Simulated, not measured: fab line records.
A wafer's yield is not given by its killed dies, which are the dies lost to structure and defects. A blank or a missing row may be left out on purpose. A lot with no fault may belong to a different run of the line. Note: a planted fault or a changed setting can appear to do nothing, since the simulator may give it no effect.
A lot that was struck, set against a sound lot	flow n5 finfet	15 steps out of a route of 1938
Sound: the wafers L264.1, L264.3, L264.6. Struck: wafer L265.3. (L265.6 of the same lot was not struck and is left out.) The cause comes at the end.
At each step with rows: each side's tool, then ch and its chambers, then its first start. Under that, the readings that differ: sound wafers	struck wafers	difference of the means	sigmas: that difference in standard deviations of wafers without a fault.
alike: readings whose means differ by less than 2 such deviations, and words and numbers that are the same on both sides. not compared: withheld readings, readings that some wafer has no value for, bounds like >300 that may hide the same value, and numbers for which the record gives no deviation and whose values overlap.
A row with sigmas, a row that says differs or no value, or rows on one side alone: a step with any of these is where the two part. Numbers that have no deviation but don't overlap get no sigmas and don't part them. A reading missing from all wafers of one side parts the sides only when that side holds two or more wafers.

first, 8 steps without rows for these wafers: N5_PASSIVATION_HMDS_37 (time 60 s); N5_PASSIVATION_COAT_38; N5_PASSIVATION_EBR_40; N5_PASSIVATION_SOFTBAKE_39 (time 120 s); N5_PASSIVATION_EXPOSE_41 (exposes mask PASS OPEN, defocus 0 nm, target cd 40000 nm); N5_PASSIVATION_PEB_42; N5_PASSIVATION_DEVELOP_43 (develop time 60 s); N5_PASSIVATION_HARDBAKE_45 (time 120 s).
N5_PASSIVATION_CD_MEAS_44 targets a cd of 40000 nm.
  sound on cd sem-03 ch 0, day 14 08:11; struck on cd sem-02 ch 0, day 14 10:42
  alike: cd nm
N5_PASSIVATION_OVL_MEAS_66:
  sound on overlay-01 ch 0, day 14 08:13; struck on overlay-02 ch 0, day 14 10:44
reading	sound	struck	difference	sigmas
PASS_OPEN_OVL (nm)	-3 -16 -3	6	+13	+2
N5_PASSIVATION_INSPECT_67: inspects for defects (macro).
  struck on defect inspect-01, day 14 10:46; sound on defect inspect-01, day 14 08:14
  alike: raw defect count
N5_PASSIVATION_DESCUM_46: chemistry O2, time 7.9 s.
  sound on rie diel-04 ch 0,1,3, day 14 08:16; struck on rie diel-06 ch 0, day 14 10:47
  alike: drypump motor current A, oes product au, rf vpp V, showerhead plenum p Torr, throttle valve pct
  not compared: rf hours counter h
N5_PASSIVATION_PASS_ETCH_47: etches SiNx in CF4/O2, target depth 770 nm, time 385 s.
  sound on rie diel-04 ch 0,1,3, day 14 08:19; struck on rie diel-06 ch 0, day 14 10:50
reading	sound	struck	difference	sigmas
rf vpp V (V)	253 249 241	233	-15	-2
run length s (s)	408.1 409.6 408.8	367.7	-41.1	-86
model.etch.depth nm (nm)	769.5 779.7 797	710.5	-71.6	
  alike: drypump motor current A, oes_f_703_au, oes_o_777_au, oes product au, showerhead plenum p Torr, throttle valve pct
  not compared: rf hours counter h
N5_PASSIVATION_ETCH_54: etches SiO2 in CHF3/O2, target depth 880 nm, time 440 s.
  sound on rie diel-04 ch 0,1,3, day 14 08:32; struck on rie diel-06 ch 0, day 14 11:03
reading	sound	struck	difference	sigmas
rf vpp V (V)	547 544 522	507	-31	-2
  alike: drypump motor current A, oes_f_703_au, oes_o_777_au, oes product au, showerhead plenum p Torr, throttle valve pct
  not compared: rf hours counter h
following that, these wafers have no rows for 1 step: N5_PASSIVATION_PROBE_49.

## WHERE THEY PART
First at N5_PASSIVATION_OVL_MEAS_66; last, within this record, at N5_PASSIVATION_ETCH_54.

WHY: what the simulator had put in
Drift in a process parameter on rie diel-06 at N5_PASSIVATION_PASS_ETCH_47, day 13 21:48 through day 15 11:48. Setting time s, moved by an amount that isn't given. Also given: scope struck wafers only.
